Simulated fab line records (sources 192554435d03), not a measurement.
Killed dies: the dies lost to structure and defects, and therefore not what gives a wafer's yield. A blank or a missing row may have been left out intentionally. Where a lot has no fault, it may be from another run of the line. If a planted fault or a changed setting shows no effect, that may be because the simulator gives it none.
Matching of chambers | flow n5_finfet | N5_BEOL_M7_DESCUM_33 on rie_diel-02 has 4 sister chambers
The step chemistry O2, time 7 s. 7 wafers are shown with their chamber, then 9 later ones without.

WAFERS WITH THEIR CHAMBER
wafer  | chamber | throttle_valve_pct (%) | oes_product_au (a.u.)
L078.2 | 3       | 20.79                  | 0.70
L086.4 | 1       | 20.53                  | 0.68
L085.3 | 0       | 20.46                  | 0.83
L085.4 | 0       | 20.45                  | 0.84
L088.1 | 2       | 19.87                  | 0.94
L088.5 | 2       | 19.89                  | 0.92
L088.6 | 1       | 20.57                  | 0.69

WAFERS WITH NO CHAMBER GIVEN
wafer  | throttle_valve_pct (%) | oes_product_au (a.u.)
L091.1 | 20.54                  | 0.69
L091.2 | 19.87                  | 0.92
L091.6 | 20.55                  | 0.69
L095.4 | 20.48                  | 0.82
L095.5 | 19.90                  | 0.91
L095.6 | 20.47                  | 0.82
L096.4 | 20.16                  | 0.97
L096.5 | 20.49                  | 0.81
L096.6 | 19.90                  | 0.90

CHAMBER TAKEN BY EACH
wafer  | from the rows above | in truth
L091.1 | 1                   | 1
L091.2 | 2                   | 2
L091.6 | 1                   | 1
L095.4 | 0                   | 0
L095.5 | 2                   | 2
L095.6 | 0                   | 0
L096.4 | 2                   | 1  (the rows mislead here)
L096.5 | 0                   | 0
L096.6 | 2                   | 2
Correctly placed: 8 of 9. Not placeable from these rows: 0. Placed wrongly: 1.
How it was worked out, from the rows above alone: a wafer's distance from a chamber is the root of the sum, over the readings, of the square of ((its reading less the chamber's mean) divided by the reading's scatter). If the next closest chamber is less than 2 further off than the closest, the wafer can't be placed; otherwise it belongs to the closest. Each chamber's mean is taken over the wafers shown for it. The scatter: the root of (the sum of the squares of (reading less its chamber's mean) over the shown wafers, divided by (wafers less chambers)).
